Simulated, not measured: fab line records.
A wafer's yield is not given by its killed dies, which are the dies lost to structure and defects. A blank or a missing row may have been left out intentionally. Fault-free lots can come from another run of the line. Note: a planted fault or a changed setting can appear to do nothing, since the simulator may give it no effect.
fab line records | flow n5Finfet
record: lots: 24 wafers: 72 lastDay: 18
route steps=1938 shown BEOL_M8@1365 BEOL_M9@1449 BEOL_M10@1485
lots with no fault: from the same line, run without faults
startH: hours from the record's first day to the start of the lot's first wafer shown | waitH: hours from the lot's prior step to this one | " the same as in the row above | L1.1+2: one row covering several wafers at once | - value missing, or start not given | * or withheld: withheld | < > ~ a bound
route shown NAME@n: names a module that has steps shown in the file, with the first one's number in the route | usual: the fault-free wafers' mean and standard deviation | same: alike in all rows | chamber/n: place in a boat | sites: readings site by site | _std_site: their standard deviation | _edge_site: mean of outer sites minus mean of inner sites | radiusMm: for every site, how far away it sits from the centre of the wafer | mask NAME#n: copy n | behind: the most recent tool/chamber to have shaped the wafer | hold: why the lot went on hold/how many hours it stayed there/how the hold came to an end | device: the n, p or np transistor that did not switch | end of line: the tests these same wafers got at the end of their route | step lacking rows: just its recipe | killed: the dies lost at the first sort to structure and to defects; this is not the yield of the wafer | map: shows each die of a wafer: x if killed, . if not, _ if none is there
set.NAME: the setting the step ran with; set.NAME@STEP: the setting that earlier step ran with | model.NAME: the simulator's own value behind a step, which no gauge read
a sample of lots followed through the steps of the route, with each step as a table and each wafer as a row
services: the hour from which a tool's chamber was out of use, counted from the record's first day as startH (under 0 if before that day), plus the number of hours and why
== steps ==
step: N5_BEOL_M8_CD_MEAS_28
recipe: targetCdNm: 40 landingEnergyEv: 500 detector: seInlens
usual: cdNm: 40.00/0.22
columns lot.wafer tool chamber startH waitH cdNm
L074.1 cdSem-01 0 198.84 - 39.67
L074.3 " 0 " " 39.65
L074.6 " 0 " " 40.12
L075.1 cdSem-03 0 206.77 - 39.87
L075.4 " 0 " " 39.56
L075.5 " 0 " " 40.39
L076.2 cdSem-01 0 224.01 - 39.99
L076.3 " 0 " " 40.19
L076.6 " 0 " " 39.96
L077.1 cdSem-02 0 232.30 - 39.91
L077.2 " 0 " " 39.91
L077.4 " 0 " " 39.86
L080.2 cdSem-02 0 236.14 - 40.22
L080.3 " 0 " " 39.58
L080.4 " 0 " " 40.14
L078.1 cdSem-01 0 239.63 - 40.15
L078.2 " 0 " " 40.14
L078.6 " 0 " " 39.99
L079.1 cdSem-03 0 240.59 - 39.67
L079.3 " 0 " " 39.68
L079.5 " 0 " " 40.17
L081.1 cdSem-03 0 248.26 - 39.75
L081.3 " 0 " " 39.75
L081.6 " 0 " " 39.46
L083.3 cdSem-02 0 252.85 - 40.27
L083.4 " 0 " " 40.20
L083.5 " 0 " " 39.89
L082.2 cdSem-02 0 255.11 - 40.08
L082.3 " 0 " " 40.26
L082.6 " 0 " " 39.54
L084.1 cdSem-03 0 264.91 - 40.21
L084.2 " 0 " " 39.95
L084.5 " 0 " " 39.97
L085.2 cdSem-03 0 266.13 - 40.00
L085.5 " 0 " " 40.10
L085.6 " 0 " " 39.73
L086.1 cdSem-01 0 282.71 - 40.39
L086.2 " 0 " " 40.25
L086.5 " 0 " " 39.90
L087.2 cdSem-03 0 284.59 - 39.94
L087.4 " 0 " " 40.11
L087.6 " 0 " " 39.52
L089.2 cdSem-01 0 290.51 - 40.05
L089.4 " 0 " " 40.35
L089.6 " 0 " " 39.86
L088.1 cdSem-01 0 290.67 - 39.90
L088.5 " 0 " " 39.89
L088.6 " 0 " " 40.14
L091.4 cdSem-03 0 293.57 - 39.90
L091.5 " 0 " " 39.86
L091.6 " 0 " " 39.93
L090.1 cdSem-03 0 299.54 - 40.30
L090.2 " 0 " " 40.23
L090.6 " 0 " " 40.27
L092.1 cdSem-01 0 308.44 - 39.97
L092.2 " 0 " " 39.68
L092.4 " 0 " " 39.77
L093.1 cdSem-01 0 320.16 - 40.19
L093.3 " 0 " " 40.06
L093.4 " 0 " " 40.31
L095.2 cdSem-01 0 330.84 - 39.95
L095.4 " 0 " " 40.19
L095.5 " 0 " " 40.06
L094.1 cdSem-03 0 344.73 - 40.03
L094.3 " 0 " " 39.73
L094.6 " 0 " " 40.28
L096.1 cdSem-02 0 353.26 - 40.14
L096.4 " 0 " " 39.94
L096.5 " 0 " " 39.72
L097.1 cdSem-03 0 354.84 - 40.13
L097.4 " 0 " " 39.59
L097.6 " 0 " " 40.05
step: N5_BEOL_M8_ETCH_41
recipe: chemistry: CH3F/O2 target: SiCN targetDepthA: 319 taperDeg: 2 timeS: 57.8 ionEnergyEv: 120 maskMaterial: TiN pressureMtorr: 30 sourceW: 395 biasW: 75 Ar_flow_sccm: 150 CH3F_flow_sccm: 30 O2_flow_sccm: 20
usual: CH3F_flow_sccm: 30.01/0.088 O2_flow_sccm: 19.98/0.062 drypumpMotorCurrentA: 5.7/0.38 oesProductAu: 0.79/0.097 rfVppV: 297.5/1.8 showerheadPlenumPTorr: 2.01/0.08 throttleValvePct: 16.32/0.2
columns lot.wafer tool chamber startH waitH CH3F_flow_sccm O2_flow_sccm drypumpMotorCurrentA oesProductAu rfHoursCounterH rfVppV showerheadPlenumPTorr throttleValvePct
L074.1 rieDiel-01 3 - - 30.01 19.93 5.3 0.70 225 298.2 1.98 16.39
L074.3 " 0 " " 29.89 19.90 5.4 0.79 88 296.2 2.02 16.10
L074.6 " 0 " " 29.99 19.92 5.4 0.78 - 297.1 2.02 16.10
L075.1 rieDiel-01 2 - - 29.87 19.98 6.4 0.68 241 297.6 2.05 16.39
L075.4 " 1 " " 30.00 19.96 6.1 0.70 206 295.2 1.97 16.56
L075.5 " 0 " " 30.02 19.99 5.5 0.79 - 297.1 2.02 16.11
L076.2 rieDiel-06 2 - - 29.96 19.99 5.6 0.69 229 295.2 1.88 16.36
L076.3 " 0 " " 30.00 19.88 6.0 0.74 160 298.8 2.08 16.37
L076.6 " 3 " " 29.90 19.90 5.7 0.78 - 299.4 2.08 16.42
L077.1 rieDiel-01 1 - - 29.95 20.05 6.1 0.69 213 297.6 1.97 16.56
L077.2 " 0 " " 30.11 20.02 5.5 0.77 100 297.0 2.01 16.13
L077.4 " 3 " " 30.02 19.90 5.3 0.70 237 296.4 1.98 16.43
L080.2 rieDiel-06 1 - - 30.05 20.00 5.7 0.95 3 297.5 1.98 16.20
L080.3 " 2 " " 30.04 19.99 5.5 0.69 232 295.5 1.88 16.39
L080.4 " 3 " " 30.30 19.98 5.8 0.77 148 300.0 2.08 16.41
L078.1 rieDiel-06 1 - - 30.02 19.89 5.7 0.95 4 296.4 1.98 16.21
L078.2 " 3 " " 30.06 19.92 5.7 0.78 149 299.5 2.08 16.41
L078.6 " 1 " " 30.07 19.97 5.8 0.95 - 295.9 1.98 16.20
L079.1 rieDiel-05 0 - - 30.06 19.99 5.3 0.73 182 293.7 1.83 16.61
L079.3 " 2 " " 29.96 19.94 5.5 0.96 5 300.1 2.14 15.98
L079.5 " 2 " " 29.93 20.09 5.5 0.96 - 300.4 2.15 15.98
L081.1 rieDiel-01 3 - - 30.15 20.11 5.3 0.69 245 297.2 1.97 16.43
L081.3 " 1 " " 29.80 19.95 6.1 0.68 222 295.1 1.97 16.57
L081.6 " 3 " " 29.92 20.10 5.3 0.69 - 296.7 1.97 16.45
L083.3 rieDiel-06 0 - - 29.97 19.96 6.0 0.75 170 298.0 2.08 16.39
L083.4 " 3 " " 29.97 19.98 5.8 0.77 154 298.4 2.08 16.42
L083.5 " 2 " " 30.11 20.02 5.6 0.68 - 295.3 1.88 16.38
L082.2 rieDiel-05 1 - - 30.00 19.89 6.6 0.91 38 300.3 2.13 16.40
L082.3 " 2 " " 30.02 19.90 5.4 0.94 11 299.1 2.14 15.99
L082.6 " 2 " " 30.04 19.87 5.4 0.94 - 298.7 2.14 15.99
L084.1 rieDiel-01 0 - - 29.89 20.08 5.5 0.76 115 297.5 2.01 16.17
L084.2 " 2 " " 29.95 19.99 6.3 0.98 4 298.2 2.04 15.92
L084.5 " 0 " " 30.08 20.04 5.5 0.76 - 296.8 2.01 16.17
L085.2 rieDiel-01 0 - - 30.14 20.00 5.4 0.76 116 297.5 2.01 16.15
L085.5 " 0 " " 30.05 20.03 5.5 0.76 - 295.6 2.01 16.13
L085.6 " 1 " " 30.02 20.00 6.1 0.68 - 296.1 1.97 16.58
L086.1 rieDiel-05 0 - - 29.90 20.03 5.3 0.73 195 294.4 1.83 16.65
L086.2 " 3 " " 30.15 19.94 5.1 0.70 244 297.6 1.98 16.49
L086.5 " 0 " " 30.03 19.89 5.3 0.72 - 292.6 1.83 16.66
L087.2 rieDiel-06 0 - - 29.87 20.00 6.0 0.73 182 299.2 2.07 16.41
L087.4 " 2 " " 29.92 20.01 5.6 0.68 - 294.3 1.88 16.42
L087.6 " 3 " " 29.96 20.06 5.7 0.76 - 300.0 2.08 16.44
L089.2 rieDiel-06 1 - - 29.98 20.07 5.7 0.90 20 296.8 1.97 16.23
L089.4 " 1 " " 30.03 20.07 5.7 0.90 - 297.3 1.97 16.23
L089.6 " 3 " " 30.15 19.91 5.7 0.76 - 297.5 2.08 16.46
L088.1 rieDiel-06 0 - - 29.92 20.02 6.0 0.73 184 299.2 2.07 16.42
L088.5 " 3 " " 30.04 19.95 5.7 0.75 - 296.4 2.08 16.44
L088.6 " 0 " " 30.00 20.05 6.1 0.72 - 297.3 2.07 16.43
L091.4 rieDiel-06 3 - - 30.00 19.90 5.7 0.75 - 297.4 2.08 16.45
L091.5 " 1 " " 30.14 20.01 5.7 0.90 - 296.0 1.97 16.22
L091.6 " 0 " " 30.07 20.06 6.0 0.72 - 299.9 2.07 16.42
L090.1 rieDiel-06 1 - - 30.02 20.06 5.7 0.89 24 296.4 1.97 16.24
L090.2 " 3 " " 29.96 19.97 5.7 0.76 172 297.9 2.08 16.45
L090.6 " 3 " " 29.94 20.06 5.7 0.75 - 297.1 2.08 16.46
L092.1 rieDiel-06 3 - - 29.97 20.08 5.7 0.74 177 298.2 2.07 16.47
L092.2 " 0 " " 30.07 20.06 6.0 0.72 193 298.4 2.07 16.43
L092.4 " 1 " " 29.90 19.97 5.8 0.88 - 297.5 1.97 16.26
L093.1 rieDiel-05 1 - - 30.01 20.06 6.6 0.88 62 299.1 2.13 16.43
L093.3 " 0 " " 29.92 19.94 5.3 0.71 210 294.0 1.82 16.67
L093.4 " 3 " " 30.05 19.97 5.1 0.99 1 296.3 1.98 16.02
L095.2 rieDiel-01 0 - - 29.91 19.95 5.5 0.73 141 297.5 2.00 16.21
L095.4 " 0 " " 29.92 19.98 5.5 0.72 - 297.9 2.00 16.18
L095.5 " 2 " " 30.06 20.01 6.3 0.89 - 297.7 2.04 15.95
L094.1 rieDiel-01 0 - - 30.05 19.86 5.4 0.73 147 297.8 2.00 16.22
L094.3 " 1 " " 30.06 20.05 6.1 0.95 2 295.2 1.96 16.19
L094.6 " 0 " " 29.98 19.92 5.5 0.72 - 296.7 2.00 16.22
L096.1 rieDiel-06 1 - - 29.98 19.98 5.7 0.85 44 297.1 1.96 16.27
L096.4 " 2 " " 30.07 20.00 5.6 0.94 13 300.1 2.12 15.91
L096.5 " 1 " " 30.13 19.93 5.7 0.85 - 296.7 1.96 16.28
L097.1 rieDiel-05 0 - - 30.01 19.89 5.3 0.71 221 293.3 1.82 16.68
L097.4 " 2 " " 30.06 19.96 5.4 0.86 47 299.1 2.13 16.05
L097.6 " 0 " " 30.08 20.06 5.3 0.71 - 292.8 1.82 16.70
step: N5_BEOL_M8_CMP_52
recipe: stopOn: SiCOH_lowk tOverpolishS: 6.9 downForcePsi: 1 platenRpm: 50 clearingPlatenDownForcePsi: 1.5 clearingPlatenRpm: 50 postCmpClean: cuAlkaline targetThkNm: 80 clearingPlatenPadVelocityMS: 0.99484 padVelocityMS: 0.99484
usual: barrierFieldEndpointS: 29.0/0.69 motorCurrentA: 6.2/0.82 overpolishRunS: 6.901/0.0088 timeToEndpointS: 64/3.4
same: tOverpolishS: 6.9
columns lot.wafer tool chamber startH waitH barrierFieldEndpointS motorCurrentA overpolishRunS timeToEndpointS
L074.3 cmp-03 1 202.67 0.2 29.2 6.1 6.906 62
L074.1 " 3 " " 27.5 5.7 6.925 55
L074.6 " 1 " " 28.7 6.3 6.902 60
L075.1 cmp-03 1 211.43 0.3 28.5 6.4 6.899 64
L075.4 " 3 " " 29.1 6.0 6.901 63
L075.5 " 1 " " 28.8 6.5 6.890 62
L076.2 cmp-02 1 227.24 0.3 27.8 6.0 6.898 63
L076.3 " 2 " " 28.8 7.1 6.897 64
L076.6 " 0 " " 28.4 7.1 6.890 61
L077.1 cmp-02 3 235.05 0.4 29.8 5.8 6.918 64
L077.2 " 0 " " 28.6 7.3 6.917 63
L077.4 " 1 " " 30.1 5.8 6.904 65
L080.2 cmp-04 1 238.71 0.3 28.7 6.5 6.895 66
L080.3 " 2 " " 29.1 6.7 6.902 68
L080.4 " 3 " " 29.6 5.3 6.907 70
L078.1 cmp-02 2 242.49 0.3 29.3 7.0 6.884 66
L078.2 " 1 " " 28.8 5.7 6.912 62
L078.6 " 3 " " 28.6 6.0 6.895 62
L079.1 cmp-04 0 243.83 0.3 30.1 4.8 6.904 68
L079.3 " 1 " " 29.2 6.9 6.902 66
L079.5 " 2 " " 30.1 6.9 6.897 67
L081.3 cmp-02 1 250.68 0.2 29.0 5.9 6.905 66
L081.1 " 2 " " 29.9 6.7 6.900 68
L081.6 " 0 " " 28.6 7.6 6.904 61
L083.4 cmp-04 3 255.47 0.1 30.7 4.8 6.896 69
L083.3 " 2 " " 29.4 6.8 6.912 64
L083.5 " 0 " " 30.0 4.7 6.898 66
L082.3 cmp-02 3 257.34 0.2 29.3 5.8 6.905 66
L082.2 " 0 " " 28.6 7.3 6.903 66
L082.6 " 0 " " 29.6 7.5 6.901 65
L084.1 cmp-03 3 267.96 0.3 28.3 6.0 6.901 60
L084.2 " 0 " " 28.4 6.5 6.896 62
L084.5 " 3 " " 29.2 6.1 6.907 64
L085.2 cmp-02 1 269.49 0.3 29.0 5.9 6.876 66
L085.5 " 2 " " 29.3 7.2 6.901 69
L085.6 " 3 " " 28.5 6.1 6.898 68
L086.2 cmp-04 2 285.36 0.2 28.7 6.8 6.895 66
L086.1 " 3 " " 28.8 5.1 6.888 67
L086.5 " 2 " " 29.3 6.7 6.906 64
L087.4 cmp-02 0 288.22 0.2 29.2 6.8 6.900 64
L087.2 " 2 " " 29.9 7.2 6.905 68
L087.6 " 0 " " 29.2 7.0 6.909 61
L089.2 cmp-04 0 292.77 0.2 28.8 5.1 6.898 65
L089.4 " 3 " " 30.3 4.7 6.895 69
L089.6 " 0 " " 29.3 4.9 6.909 66
L088.1 cmp-04 1 295.12 0.3 28.5 6.8 6.900 57
L088.6 " 3 " " 30.0 5.0 6.897 69
L088.5 " 0 " " 29.4 5.0 6.897 64
L091.4 cmp-04 1 297.49 0.2 29.1 6.7 6.898 60
L091.5 " 3 " " 30.0 5.2 6.899 68
L091.6 " 0 " " 30.0 5.1 6.916 63
L090.1 cmp-02 3 302.74 0.3 28.5 5.9 6.903 63
L090.2 " 1 " " 29.3 6.0 6.903 65
L090.6 " 3 " " 28.5 6.0 6.901 61
L092.1 cmp-04 3 311.52 0.3 28.8 4.7 6.904 70
L092.4 " 0 " " 28.6 5.0 6.890 65
L092.2 " 2 " " 28.8 7.1 6.907 64
L093.3 cmp-02 0 322.87 0.2 27.7 6.9 6.882 59
L093.4 " 2 " " 29.3 6.9 6.908 60
L093.1 " 3 " " 28.5 5.5 6.900 62
L095.4 cmp-03 2 333.48 0.1 28.2 6.0 6.900 60
L095.2 " 3 " " 28.3 5.9 6.895 64
L095.5 " 2 " " 28.6 6.0 6.903 62
L094.1 cmp-02 2 354.10 0.3 29.1 6.9 6.904 59
L094.3 " 3 " " 27.8 6.0 6.891 60
L094.6 " 2 " " 28.1 7.3 6.897 61
L096.1 cmp-04 3 356.00 0.3 28.9 4.9 6.896 66
L096.4 " 0 " " 29.4 4.7 6.905 61
L096.5 " 2 " " 29.3 6.9 6.931 63
L097.4 cmp-04 0 357.41 0.1 29.2 5.1 6.901 64
L097.1 " 2 " " 29.2 6.3 6.916 62
L097.6 " 0 " " 29.6 4.9 6.917 66
step: N5_BEOL_M9_OCD_MEAS_38
usual: trenchDepthNm: 151.0/2.7
columns lot.wafer tool chamber startH waitH trenchDepthNm
L074.1 ocd-02 - 207.27 - 147.9
L074.3 " - " " 145.3
L074.6 " - " " 146.8
L075.1 ocd-02 - 216.78 - 150.6
L075.4 " - " " 152.2
L075.5 " - " " 151.2
L076.2 ocd-01 - 232.71 - 148.0
L076.3 " - " " 151.0
L076.6 " - " " 151.1
L077.1 ocd-01 - 240.15 - 156.1
L077.2 " - " " 148.4
L077.4 " - " " 150.5
L080.2 ocd-02 - 242.99 - 151.9
L080.3 " - " " 149.3
L080.4 " - " " 150.3
L078.1 ocd-01 - 247.73 - 153.2
L078.2 " - " " 151.7
L078.6 " - " " 152.5
L079.1 ocd-02 - 249.01 - 154.0
L079.3 " - " " 148.5
L079.5 " - " " 153.8
L081.1 ocd-02 - 256.61 - 153.3
L081.3 " - " " 151.9
L081.6 " - " " 151.1
L083.3 ocd-01 - 261.53 - 156.7
L083.4 " - " " 149.5
L083.5 " - " " 151.8
L082.2 ocd-01 - 265.51 - 152.2
L082.3 " - " " 150.8
L082.6 " - " " 150.2
L084.1 ocd-01 - 274.75 - 150.2
L084.2 " - " " 153.6
L084.5 " - " " 150.0
L085.2 ocd-02 - 274.79 - 151.9
L085.5 " - " " 157.6
L085.6 " - " " 153.5
L086.1 ocd-02 - 291.11 - 146.9
L086.2 " - " " 149.4
L086.5 " - " " 153.6
L087.2 ocd-01 - 294.06 - 145.6
L087.4 " - " " 149.3
L087.6 " - " " 150.8
L089.2 ocd-01 - 297.15 - 155.9
L089.4 " - " " 149.8
L089.6 " - " " 148.9
L088.1 ocd-01 - 300.01 - 153.7
L088.5 " - " " 149.9
L088.6 " - " " 152.8
L091.4 ocd-02 - 301.26 - 152.8
L091.5 " - " " 153.2
L091.6 " - " " 153.2
L090.1 ocd-01 - 308.71 - 152.3
L090.2 " - " " 153.5
L090.6 " - " " 153.3
L092.1 ocd-01 - 318.74 - 152.7
L092.2 " - " " 153.1
L092.4 " - " " 153.6
L093.1 ocd-02 - 327.72 - 147.0
L093.3 " - " " 145.6
L093.4 " - " " 146.9
L095.2 ocd-01 - 340.05 - 150.4
L095.4 " - " " 152.0
L095.5 " - " " 150.9
L096.1 ocd-01 - 359.53 - 149.0
L096.4 " - " " 155.9
L096.5 " - " " 152.5
L094.1 ocd-02 - 359.57 - 146.6
L094.3 " - " " 147.4
L094.6 " - " " 150.0
L097.1 ocd-02 - 361.97 - 149.5
L097.4 " - " " 147.7
L097.6 " - " " 152.6
step: N5_BEOL_M10_INSPECT_13
recipe: mode: adi inspectInstrument: brightfield
usual: rawDefectCount: 406/79
columns lot.wafer tool chamber startH waitH rawDefectCount
L074.1 defectInspect-02 - 212.15 0.0 462
L074.3 " - " " 424
L074.6 " - " " 378
L075.1 defectInspect-01 - 222.52 0.0 431
L075.4 " - " " 388
L075.5 " - " " 368
L076.2 defectInspect-02 - 237.45 0.0 392
L076.3 " - " " 598
L076.6 " - " " 432
L077.1 defectInspect-02 - 244.00 0.0 365
L077.2 " - " " 358
L077.4 " - " " 409
L080.2 defectInspect-02 - 249.16 0.0 383
L080.3 " - " " 413
L080.4 " - " " 521
L078.1 defectInspect-02 - 253.99 0.0 576
L078.2 " - " " 466
L078.6 " - " " 642
L079.1 defectInspect-02 - 254.52 0.0 317
L079.3 " - " " 687
L079.5 " - " " 578
L081.1 defectInspect-02 - 262.54 0.0 549
L081.3 " - " " 343
L081.6 " - " " 432
L083.3 defectInspect-02 - 266.08 0.0 461
L083.4 " - " " 396
L083.5 " - " " 445
L082.2 defectInspect-02 - 271.62 0.0 348
L082.3 " - " " 464
L082.6 " - " " 440
L084.1 defectInspect-01 - 279.58 0.0 330
L084.2 " - " " 317
L084.5 " - " " 352
L085.2 defectInspect-01 - 280.00 0.0 505
L085.5 " - " " 277
L085.6 " - " " 394
L086.1 defectInspect-01 - 294.98 0.0 430
L086.2 " - " " 423
L086.5 " - " " 476
L087.2 defectInspect-01 - 299.02 0.0 495
L087.4 " - " " 439
L087.6 " - " " 386
L089.2 defectInspect-02 - 302.76 0.0 360
L089.4 " - " " 385
L089.6 " - " " 473
L088.1 defectInspect-02 - 304.94 0.0 421
L088.5 " - " " 432
L088.6 " - " " 453
L091.4 defectInspect-02 - 306.62 0.0 499
L091.5 " - " " 386
L091.6 " - " " 402
L090.1 defectInspect-01 - 314.65 0.0 403
L090.2 " - " " 421
L090.6 " - " " 317
L092.1 defectInspect-01 - 324.80 0.0 344
L092.2 " - " " 352
L092.4 " - " " 236
L093.1 defectInspect-01 - 332.50 0.0 540
L093.3 " - " " 410
L093.4 " - " " 488
L095.2 defectInspect-01 - 351.69 0.0 221
L095.4 " - " " 320
L095.5 " - " " 347
L096.1 defectInspect-01 - 366.46 0.0 317
L096.4 " - " " 495
L096.5 " - " " 418
L094.1 defectInspect-02 - 366.88 0.0 313
L094.3 " - " " 449
L094.6 " - " " 381
L097.1 defectInspect-02 - 370.77 0.0 471
L097.4 " - " " 423
L097.6 " - " " 420
step: N5_BEOL_M10_DESCUM_16
recipe: chemistry: O2 timeS: 7.9 sourcePowerW: 50 biasPowerW: 20 pressureMtorr: 20 rfFrequencyHz: 2.712e+07 tempC: 40 resist: CAR-ArF o2FlowSccm: 225
usual: drypumpMotorCurrentA: 5.7/0.44 oesProductAu: 0.79/0.097 rfVppV: 243.3/1.7 showerheadPlenumPTorr: 2.10/0.095 throttleValvePct: 20.39/0.23
columns lot.wafer tool chamber startH waitH drypumpMotorCurrentA oesProductAu rfHoursCounterH rfVppV showerheadPlenumPTorr throttleValvePct
L074.1 rieDiel-01 1 212.28 0.1 6.1 0.70 208 243.2 2.05 20.49
L074.3 " 3 " " 5.3 0.70 229 242.8 2.06 20.38
L074.6 " 0 " " 5.4 0.79 - 244.8 2.12 20.31
L075.1 rieDiel-05 3 222.55 0.0 5.1 0.71 222 241.4 2.06 20.44
L075.4 " 3 " " 5.1 0.71 - 242.1 2.06 20.45
L075.5 " 0 " " 5.3 0.74 - 240.1 1.90 20.57
L076.2 rieDiel-06 0 237.96 0.5 6.0 0.76 165 244.3 2.20 20.67
L076.3 " 2 " " 5.6 0.68 233 241.7 1.99 20.57
L076.6 " 1 " " 5.8 0.94 - 242.8 2.05 20.20
L077.1 rieDiel-01 1 244.26 0.3 6.1 0.69 219 242.1 2.05 20.51
L077.2 " 0 " " 5.5 0.78 105 244.4 2.12 20.32
L077.4 " 1 " " 6.1 0.69 - 243.5 2.05 20.52
L080.2 rieDiel-01 0 249.19 0.0 5.5 0.77 108 243.4 2.11 20.33
L080.3 " 3 " " 5.3 0.70 246 242.1 2.06 20.41
L080.4 " 3 " " 5.3 0.70 - 242.5 2.06 20.41
L078.1 rieDiel-01 0 254.17 0.2 5.5 0.78 110 243.5 2.11 20.34
L078.2 " 1 " " 6.1 0.69 224 242.4 2.04 20.52
L078.6 " 3 " " 5.3 0.70 - 242.1 2.05 20.41
L079.1 rieDiel-05 1 254.59 0.1 6.6 0.93 38 244.4 2.24 20.62
L079.3 " 2 " " 5.4 0.95 10 245.4 2.23 20.06
L079.5 " 3 " " 5.1 0.70 - 241.4 2.06 20.45
L081.1 rieDiel-06 1 262.81 0.3 5.7 0.91 12 243.0 2.04 20.25
L081.3 " 0 " " 6.0 0.75 173 243.9 2.20 20.69
L081.6 " 1 " " 5.7 0.92 - 241.5 2.04 20.23
L083.3 rieDiel-06 2 266.50 0.4 5.6 0.68 242 240.9 1.98 20.59
L083.4 " 1 " " 5.8 0.91 13 241.6 2.04 20.25
L083.5 " 3 " " 5.7 0.76 - 245.4 2.18 20.56
L082.2 rieDiel-01 1 271.65 0.0 6.1 0.68 232 243.4 2.04 20.53
L082.3 " 0 " " 5.4 0.77 118 244.4 2.11 20.36
L082.6 " 2 " " 6.3 0.95 - 244.0 2.13 19.96
L084.1 rieDiel-01 1 279.72 0.1 6.1 0.69 235 243.3 2.04 20.54
L084.2 " 0 " " 5.5 0.77 121 242.7 2.11 20.36
L084.5 " 0 " " 5.4 0.77 - 242.2 2.11 20.34
L085.2 rieDiel-06 1 280.15 0.1 5.8 0.90 19 241.0 2.04 20.26
L085.5 " 3 " " 5.7 0.76 - 242.7 2.18 20.55
L085.6 " 0 " " 6.0 0.75 - 243.6 2.19 20.69
L086.1 rieDiel-05 3 295.02 0.0 5.1 0.68 249 244.8 2.05 20.47
L086.2 " 0 " " 5.3 0.71 199 240.5 1.89 20.64
L086.5 " 3 " " 5.1 0.68 - 243.2 2.05 20.48
L087.2 rieDiel-01 3 299.05 0.0 5.3 0.95 6 242.8 2.05 20.06
L087.4 " 2 " " 6.4 0.92 17 245.5 2.13 19.99
L087.6 " 1 " " 6.1 0.67 - 240.8 2.04 20.55
L089.2 rieDiel-01 0 302.79 0.0 5.4 0.75 131 242.5 2.11 20.38
L089.4 " 3 " " 5.3 0.95 7 241.5 2.05 20.04
L089.6 " 3 " " 5.3 0.95 - 242.3 2.05 20.04
L088.1 rieDiel-01 2 304.97 0.0 6.3 0.92 20 242.9 2.13 19.98
L088.5 " 2 " " 6.4 0.92 - 242.6 2.13 19.99
L088.6 " 1 " " 6.1 0.68 - 242.1 2.04 20.55
L091.4 rieDiel-05 2 306.71 0.1 5.5 0.89 - 246.2 2.23 20.09
L091.5 " 0 " " 5.3 0.72 - 241.2 1.89 20.63
L091.6 " 1 " " 6.6 0.89 - 246.9 2.23 20.64
L090.1 rieDiel-05 2 314.95 0.3 5.4 0.90 34 245.8 2.23 20.11
L090.2 " 1 " " 6.6 0.89 60 246.4 2.23 20.64
L090.6 " 1 " " 6.6 0.89 - 246.2 2.23 20.64
L092.1 rieDiel-06 0 324.83 0.0 6.0 0.72 199 244.2 2.19 20.73
L092.2 " 3 " " 5.7 0.74 178 242.6 2.17 20.60
L092.4 " 2 " " 5.6 0.97 5 245.0 2.24 20.12
L093.1 rieDiel-01 2 332.53 0.0 6.4 0.90 30 243.7 2.12 20.00
L093.3 " 0 " " 5.5 0.74 - 242.8 2.10 20.38
L093.4 " 2 " " 6.4 0.89 - 241.6 2.12 20.01
L095.2 rieDiel-01 3 351.94 0.3 5.3 0.90 23 243.1 2.05 20.08
L095.4 " 2 " " 6.3 0.88 37 245.2 2.12 20.00
L095.5 " 1 " " 6.1 0.96 - 244.8 2.03 20.26
L096.1 rieDiel-06 1 366.49 0.0 5.7 0.85 48 241.9 2.03 20.29
L096.4 " 0 " " 6.0 0.71 213 242.9 2.18 20.74
L096.5 " 1 " " 5.7 0.84 - 242.3 2.03 20.30
L094.1 rieDiel-05 1 366.92 0.0 6.6 0.86 77 245.0 2.22 20.68
L094.3 " 2 " " 5.4 0.85 51 244.6 2.22 20.12
L094.6 " 1 " " 6.6 0.87 - 245.2 2.22 20.67
L097.1 rieDiel-05 2 370.80 0.0 5.5 0.85 53 245.0 2.22 20.11
L097.4 " 0 " " 5.3 0.69 - 240.0 1.88 20.67
L097.6 " 2 " " 5.4 0.85 - 245.1 2.22 20.13
== services ==
columns tool chamber startH hours kind
cmp-04 - 182.52 2.2 repair
cmp-04 - 190.31 1.1 repair
cmp-03 - 196.14 5.3 pm
cmp-04 - 212.95 18.4 pm
rieDiel-05 1 221.26 6.6 repair
cmp-03 - 224.34 1.3 repair
rieDiel-01 2 235.67 - clean
rieDiel-01 2 235.67 - consumableReplace:focusRing
cmp-03 - 238.35 2.4 repair
cmp-02 - 251.11 4.0 pm
rieDiel-01 2 252.91 7.8 repair
cmp-03 - 263.56 1.7 repair
cmp-04 - 265.44 5.6 pm
cmp-03 - 289.50 4.0 pm
cmp-03 - 297.22 4.2 pm
cmp-04 - 302.21 1.7 repair
cmp-02 - 303.99 1.4 repair
rieDiel-06 3 309.61 11.3 repair
cmp-03 - 311.08 1.1 repair
rieDiel-01 3 331.39 3.3 repair
cmp-02 - 347.15 3.7 repair
rieDiel-06 2 357.44 6.5 repair
cmp-02 - 363.15 1.5 repair
rieDiel-05 3 367.90 10.7 repair
== key ==
fault none
